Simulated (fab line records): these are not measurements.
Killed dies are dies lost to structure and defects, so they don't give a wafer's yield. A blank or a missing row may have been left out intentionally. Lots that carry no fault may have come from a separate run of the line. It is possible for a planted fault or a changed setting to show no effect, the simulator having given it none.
Which tool was responsible? | flow n5Finfet | 13 lots with 39 wafers sampled at 4 steps, on a route of 1938 steps

## WHAT EACH GAUGE READ, for each wafer
The record holds no reading of a measuring or inspecting step that can be judged against a usual standard deviation.

## EACH LOT AND THE TOOL THAT RAN IT (in order: tool; ch and the chambers of the sampled wafers; start)
lot  | N5_STI_FIN_REVEAL_ALD_00        | N5_MIM_BOT_DEGAS_01         | N5_PASSIVATION_AL_DEP_21    | N5_PASSIVATION_PROBE_49
L897 | aldSin-01 ch 0,1,3, day 2 12:25 | pvdSputter-02, day 12 11:18 | pvdSputter-03, day 12 17:14 | -
L898 | aldSin-02 ch 0,1,2, day 2 17:42 | pvdSputter-03, day 12 16:46 | pvdSputter-02, day 12 23:47 | -
L899 | aldSin-01 ch 0,1,2, day 2 22:05 | pvdSputter-01, day 12 06:09 | pvdSputter-01, day 12 11:43 | -
L900 | aldSin-04 ch 0,2,3, day 3 09:02 | pvdSputter-02, day 12 16:41 | pvdSputter-03, day 12 23:44 | -
L901 | aldSin-04 ch 1,2, day 3 10:10   | pvdSputter-01, day 13 04:09 | pvdSputter-03, day 13 12:25 | -
L903 | aldSin-04 ch 0,1, day 4 00:03   | pvdSputter-03, day 13 00:48 | pvdSputter-02, day 13 09:19 | -
L902 | aldSin-04 ch 0,1,2, day 4 00:19 | pvdSputter-03, day 13 13:21 | pvdSputter-03, day 13 20:08 | prober-02, day 14 01:57
L904 | aldSin-01 ch 0,3, day 4 03:41   | pvdSputter-03, day 13 12:47 | pvdSputter-03, day 13 19:17 | -
L905 | aldSin-04 ch 1,3, day 4 13:34   | pvdSputter-01, day 14 01:59 | pvdSputter-01, day 14 08:07 | prober-01, day 14 13:41
L907 | aldSin-01 ch 0,1, day 5 00:41   | pvdSputter-02, day 15 01:32 | pvdSputter-01, day 15 08:56 | -
L908 | aldSin-04 ch 1,2,3, day 5 07:01 | pvdSputter-02, day 15 04:42 | pvdSputter-02, day 15 14:10 | prober-02, day 15 20:07
L911 | aldSin-01 ch 0,1,3, day 5 22:47 | pvdSputter-03, day 16 01:46 | pvdSputter-02, day 16 10:58 | -
L915 | aldSin-01 ch 0,2,3, day 6 22:02 | pvdSputter-02, day 16 10:10 | pvdSputter-03, day 16 16:08 | -
- N5_STI_FIN_REVEAL_ALD_00: deposits SiO2, target thk 1 nm, pulse time 1 s.
- N5_MIM_BOT_DEGAS_01: time 60 s.
- N5_PASSIVATION_AL_DEP_21: deposits Al, target thk 2800 nm, time 170 s.
- N5_PASSIVATION_PROBE_49

## AS READ BY THE TOOLS THEMSELVES (means over the sampled wafers that have a number; for cases with no such wafer, the mark the record gives instead)
N5_STI_FIN_REVEAL_ALD_00.
lot  | tool      | heaterPowerW (W) | precursorPulseHeightRel
L897 | aldSin-01 | 518              | 1.011
L898 | aldSin-02 | 468              | 0.994
L899 | aldSin-01 | 518              | 1.015
L900 | aldSin-04 | 494              | 1.012
L901 | aldSin-04 | 486              | 0.997
L903 | aldSin-04 | 523              | 1.003
L902 | aldSin-04 | 529              | 0.994
L904 | aldSin-01 | 488              | 1.006
L905 | aldSin-04 | 446              | 1.011
L907 | aldSin-01 | 525              | 0.998
L908 | aldSin-04 | 452              | 0.997
L911 | aldSin-01 | 514              | 0.989
L915 | aldSin-01 | 487              | 1.003

N5_MIM_BOT_DEGAS_01.
lot  | tool          | heaterPowerW (W)
L897 | pvdSputter-02 | 487
L898 | pvdSputter-03 | 444
L899 | pvdSputter-01 | 491
L900 | pvdSputter-02 | 454
L901 | pvdSputter-01 | 482
L903 | pvdSputter-03 | 467
L902 | pvdSputter-03 | 447
L904 | pvdSputter-03 | 429
L905 | pvdSputter-01 | 475
L907 | pvdSputter-02 | 473
L908 | pvdSputter-02 | 413
L911 | pvdSputter-03 | 451
L915 | pvdSputter-02 | 448

N5_PASSIVATION_AL_DEP_21.
lot  | tool          | throttleValvePct (%)
L897 | pvdSputter-03 | 28.6
L898 | pvdSputter-02 | 30.1
L899 | pvdSputter-01 | 31.3
L900 | pvdSputter-03 | 29.2
L901 | pvdSputter-03 | 29.8
L903 | pvdSputter-02 | 29.5
L902 | pvdSputter-03 | 29.0
L904 | pvdSputter-03 | 28.7
L905 | pvdSputter-01 | 31.0
L907 | pvdSputter-01 | 30.7
L908 | pvdSputter-02 | 30.2
L911 | pvdSputter-02 | 29.9
L915 | pvdSputter-03 | 28.6

N5_PASSIVATION_PROBE_49.
lot  | tool      | defectLimitedYield (%) | killed_at_M0_to_M3 | killed_at_M4_up | killedAtContacts | killedAtFrontEnd | killedAtOther | killedDies | killedOpen | killedShort | sort_bin_4_leakage (%) | sort_bin_5_function (%) | sort_bin_6_memory (%) | sort_bin_8_speed (%) | sortNPass | sortYieldPct (%)
L902 | prober-02 | 91.5                   | 44                 | 10              | 7                | 34               | 4.7           | 100        | 65         | 34          | 0.00                   | 5.1                     | 3.1                   | 0.00                 | 1080      | 91.5
L905 | prober-01 | 86.0                   | 35                 | 15              | 5                | 107              | 4.3           | 165        | 64         | 34          | 0.00                   | 8.9                     | 4.1                   | 0.00                 | 1015      | 86.0
L908 | prober-02 | 84.2                   | 35                 | 25              | 12               | 112              | 3.3           | 187        | 89         | 34          | 0.06                   | 9.9                     | 4.5                   | 0.00                 | 992       | 84.1

## THE ANSWER, worked out from the rows above alone
Rule: what is usual is taken from the lots themselves. Put in order of their means at a reading, lots are off if they are a third of the lots or fewer, leave a main group of 4 or more, and stand apart from it by a gap of 3 or more times the standard deviation of the main group's means; of several such gaps the widest counts. A main group is skipped when, at the precision printed for the reading in the tables above, its means are all equal. Also off: a lot with no number at a reading for which 4 or more lots have one. The other lots that the step has rows for count as sound. After the gauges, taken in route order, come the tools' own readings; for these a lot's mean is taken, as printed above. At the first step where some lot is off, the reading lying furthest off is the one used; lots without a number count as furthest.
None of the lots is off at any reading shown; this tells nothing.

## WHAT THE SIMULATOR PUT IN
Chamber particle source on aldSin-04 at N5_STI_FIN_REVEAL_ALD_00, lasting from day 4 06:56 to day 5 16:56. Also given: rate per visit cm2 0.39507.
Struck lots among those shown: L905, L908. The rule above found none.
